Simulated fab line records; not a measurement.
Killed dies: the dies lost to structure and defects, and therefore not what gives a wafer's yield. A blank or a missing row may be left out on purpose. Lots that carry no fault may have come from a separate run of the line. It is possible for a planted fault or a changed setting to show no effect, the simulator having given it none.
Chamber matching | flow nand-harc | NHARC_A_STAIRCASE_ETCH_313 on rie-diel-06: 4 sister chambers
The step etches the open film in CF4/CHF3. 8 wafers are shown with their chamber, then 7 later ones without.

## WAFERS WITH THEIR CHAMBER
wafer  | chamber | drypump-motor-current-A (A) | rf-vpp-V (V)
L076.6 | 2       | 5.70                        | 367.4
L075.2 | 0       | 5.58                        | 365.9
L075.5 | 3       | 5.74                        | 373.1
L077.1 | 0       | 5.59                        | 369.0
L077.4 | 1       | 6.26                        | 368.0
L077.5 | 1       | 6.27                        | 366.8
L078.1 | 2       | 5.68                        | 366.9
L078.3 | 3       | 5.76                        | 372.0

## WAFERS MISSING THEIR CHAMBER
wafer  | drypump-motor-current-A (A) | rf-vpp-V (V)
L078.4 | 5.57                        | 366.6
L082.1 | 5.75                        | 370.3
L082.2 | 5.71                        | 369.2
L082.6 | 5.76                        | 372.3
L085.1 | 5.72                        | 366.6
L085.2 | 5.57                        | 365.9
L085.3 | 5.76                        | 370.9

## THE CHAMBER EACH PASSED THROUGH
wafer  | from the rows above | in truth
L078.4 | 0                   | 0
L082.1 | 3                   | 3
L082.2 | 2                   | 2
L082.6 | 3                   | 3
L085.1 | 2                   | 2
L085.2 | 0                   | 0
L085.3 | 3                   | 3
Placed correctly: 7 of 7. Left unplaced by these rows: 0. 0 placed wrongly.
How it was worked out, from the rows above alone: a wafer's distance from a chamber is the root of the sum, over the readings, of the square of ((its reading less the chamber's mean) divided by the reading's scatter). The wafer belongs to the nearest chamber; if the next one is less than 2 further off, it can't be placed. The mean given for a chamber averages the wafers shown for that chamber. The scatter is the square root of a quotient: the sum, over the shown wafers, of each reading's squared deviation from its chamber's mean, divided by wafers minus chambers.
